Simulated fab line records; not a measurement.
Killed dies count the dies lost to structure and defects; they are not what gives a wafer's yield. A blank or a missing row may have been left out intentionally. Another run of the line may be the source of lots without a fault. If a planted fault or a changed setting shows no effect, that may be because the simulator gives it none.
Which of the tools did it?    flow nand harc    39 wafers from 13 lots sampled at 4 of the route's 1302 steps

== WHAT THE GAUGES SHOWED, per wafer ==
No reading from a measuring or inspecting step in the record can be judged against a usual standard deviation.

== WHICH TOOL RAN EACH LOT (tool, then ch and the chambers of the sampled wafers, then the start) ==
lot   NHARC_A_CHANNEL_FILL_D2_CMP_10  NHARC_A_STAIRCASE_DEP_156        NHARC_A_STAIRCASE_ETCH_21           NHARC_A_STAIRCASE_TRIM_22
L515  cmp-04 ch 0,1, day 15 18:15     pecvd-02 ch 0,2, day 15 18:58    rie diel-12 ch 0,1,2, day 15 23:12  rie diel-12 ch 1,2, no start
L514  cmp-03 ch 0,3, day 15 20:38     pecvd-02 ch 1,2, day 15 21:31    rie diel-03 ch 0,1,3, day 16 01:56  rie diel-03 ch 0,1, no start
L516  cmp-03 ch 0,1,3, day 16 15:11   pecvd-04 ch 0,1,2, day 16 16:11  rie diel-12 ch 0,1, day 16 20:34    rie diel-12 ch 0,1, day 16 20:42
L518  cmp-04 ch 0,2, day 17 11:05     pecvd-02 ch 0, day 17 11:47      rie diel-03 ch 0,2, day 17 17:40    rie diel-03 ch 0,3, no start
L521  cmp-02 ch 0,1,2, day 18 20:14   pecvd-02 ch 0,2, day 18 20:53    rie diel-12 ch 1,2,3, day 19 01:00  rie diel-12 ch 2,3, no start
L522  cmp-04 ch 1,2, day 20 04:38     pecvd-03 ch 2, day 20 05:20      rie diel-12 ch 0,3, day 20 09:37    rie diel-12 ch 0,3, no start
L524  cmp-02 ch 0,1,2, day 20 04:39   pecvd-02 ch 0,2, day 20 05:24    rie diel-12 ch 0,2, day 20 10:33    rie diel-12 ch 1,2,3, no start
L523  cmp-02 ch 2,3, day 20 08:32     pecvd-04 ch 0,1, day 20 09:14    rie diel-08 ch 0,1,2, day 20 13:21  rie diel-08 ch 0,1,3, no start
L527  cmp-04 ch 0,1,3, day 20 14:28   pecvd-04 ch 0,2, day 20 15:18    rie diel-12 ch 0,1, day 20 20:40    rie diel-12 ch 0,1,2, no start
L526  cmp-04 ch 2,3, day 20 20:14     pecvd-04 ch 1,2, day 20 21:00    rie diel-12 ch 0,2, day 21 01:19    rie diel-12 ch 1,2, no start
L530  cmp-03 ch 0,3, day 22 08:25     pecvd-02 ch 0,1, day 22 09:25    rie diel-08 ch 0,2,3, day 22 13:51  rie diel-08 ch 0,3, no start
L534  cmp-03 ch 0,1, day 23 15:53     pecvd-03 ch 0,1,2, day 23 16:46  rie diel-12 ch 1,2, day 23 21:16    rie diel-12 ch 0,3, no start
L537  cmp-02 ch 2,3, day 25 07:32     pecvd-03 ch 0,1,2, day 25 08:19  rie diel-03 ch 0,1,3, day 25 12:43  rie diel-03 ch 1,2, no start
- NHARC_A_CHANNEL_FILL_D2_CMP_10: polishes, target thk 150 nm.
- NHARC_A_STAIRCASE_DEP_156: deposits SiNx, target thk 50 nm.
- NHARC_A_STAIRCASE_ETCH_21: etches the open film in C4F8/O2, target depth 100 nm, time 40.5 s.
- NHARC_A_STAIRCASE_TRIM_22: chemistry O2, time 211.2 s.

== AS READ BY THE TOOLS THEMSELVES (means over the sampled wafers that have a number; for cases with no such wafer, the mark the record gives instead) ==
NHARC_A_CHANNEL_FILL_D2_CMP_10. Usual: motor current A 12.2 A, standard deviation 1.4; slurry filter dp kPa 13.50 kPa, standard deviation 0.15; time to endpoint s 15.4 s, standard deviation 1.9.
lot   tool    motor current A (A)  slurry filter dp kPa (kPa)  time to endpoint s (s)  flag
L515  cmp-04  14.5                 13.44                       16.3                    
L514  cmp-03  11.2                 13.58                       15.6                    
L516  cmp-03  11.8                 13.71                       17.7                    
L518  cmp-04  13.6                 13.51                       13.0                    
L521  cmp-02  11.7                 13.53                       18.3                    
L522  cmp-04  12.8                 13.54                       12.2                    
L524  cmp-02  11.8                 13.55                       14.5                    
L523  cmp-02  13.1                 13.27                       16.8                    
L527  cmp-04  13.0                 13.45                       16.4                    
L526  cmp-04  10.4                 13.55                       13.2                    
L530  cmp-03  11.7                 13.47                       15.8                    
L534  cmp-03  11.9                 13.45                       13.6                    
L537  cmp-02  12.7                 13.62                       16.4                    

NHARC_A_STAIRCASE_DEP_156. Usual: heater power w 715 W, standard deviation 79; susceptor temp C 400.00 C, standard deviation 0.22.
lot   tool      heater power w (W)  susceptor temp C (C)  flag
L515  pecvd-02  740                 400.19                
L514  pecvd-02  720                 400.09                
L516  pecvd-04  702                 400.02                
L518  pecvd-02  758                 400.12                
L521  pecvd-02  667                 400.00                
L522  pecvd-03  750                 399.93                
L524  pecvd-02  658                 400.02                
L523  pecvd-04  606                 400.08                
L527  pecvd-04  782                 400.08                
L526  pecvd-04  713                 400.11                
L530  pecvd-02  737                 400.05                
L534  pecvd-03  773                 400.02                
L537  pecvd-03  813                 399.95                

NHARC_A_STAIRCASE_ETCH_21. Usual: oes product au 0.948 a.u., standard deviation 0.015; rf vpp V 894 V, standard deviation 5.1.
lot   tool         oes product au (a.u.)  rf vpp V (V)  flag
L515  rie diel-12  0.970                  897           
L514  rie diel-03  0.940                  899           
L516  rie diel-12  0.931                  899           
L518  rie diel-03  0.953                  896           
L521  rie diel-12  0.943                  896           
L522  rie diel-12  0.939                  893           
L524  rie diel-12  0.924                  894           
L523  rie diel-08  0.946                  888           
L527  rie diel-12  0.951                  897           
L526  rie diel-12  0.933                  894           
L530  rie diel-08  0.946                  889           
L534  rie diel-12  0.848                  894           OFF
L537  rie diel-03  0.961                  899           

NHARC_A_STAIRCASE_TRIM_22. Usual: drypump motor current A 5.6 A, standard deviation 0.32; oes product au 0.998 a.u., standard deviation 0.0071; rf vpp V 57.7 V, standard deviation 0.94; showerhead plenum p Torr 3.50 Torr, standard deviation 0.15; throttle valve pct 17.036 %, standard deviation 0.0092.
lot   tool         drypump motor current A (A)  oes product au (a.u.)  rf vpp V (V)  showerhead plenum p Torr (Torr)  throttle valve pct (%)  flag
L515  rie diel-12  5.4                          1.007                  58.1          3.52                             17.026                  
L514  rie diel-03  5.2                          0.999                  58.7          3.74                             17.034                  
L516  rie diel-12  5.5                          1.006                  57.9          3.54                             17.039                  
L518  rie diel-03  5.2                          1.001                  57.3          3.56                             17.030                  
L521  rie diel-12  5.4                          1.006                  58.2          3.45                             17.035                  
L522  rie diel-12  5.5                          0.997                  57.7          3.46                             17.036                  
L524  rie diel-12  5.5                          1.005                  58.0          3.50                             17.038                  
L523  rie diel-08  5.8                          1.000                  57.2          3.34                             17.044                  
L527  rie diel-12  5.5                          0.997                  57.0          3.51                             17.039                  
L526  rie diel-12  5.3                          0.996                  57.5          3.50                             17.035                  
L530  rie diel-08  5.5                          0.993                  57.2          3.37                             17.042                  
L534  rie diel-12  5.5                          0.993                  58.2          3.46                             17.021                  
L537  rie diel-03  5.5                          1.004                  59.1          3.55                             17.032                  

== THE ANSWER, worked out from the rows above alone ==
Rule: take the mean of a lot's wafers that have a number; if it is more than 3 standard deviations from the usual mean, the lot is off. Also off: a lot with no number at a reading for which 4 or more lots have one. Where the step has rows for the other lots, those lots are counted as sound. First the gauges in route order, then the tools' own readings, where a lot's mean is used as printed above. At the first step where some lot is off, the reading lying furthest off is the one used; lots without a number count as furthest.
Off, at NHARC_A_STAIRCASE_ETCH_21 on oes product au: L534.
If a tool, at that step or one of the process steps before it, ran each lot that is off and ran no sound lot following the first of them, it fits. Undecided on this evidence; 2 tools fit (cmp-03 at NHARC_A_CHANNEL_FILL_D2_CMP_10, rie diel-12 at NHARC_A_STAIRCASE_ETCH_21).

== WHAT WAS PUT IN BY THE SIMULATOR ==
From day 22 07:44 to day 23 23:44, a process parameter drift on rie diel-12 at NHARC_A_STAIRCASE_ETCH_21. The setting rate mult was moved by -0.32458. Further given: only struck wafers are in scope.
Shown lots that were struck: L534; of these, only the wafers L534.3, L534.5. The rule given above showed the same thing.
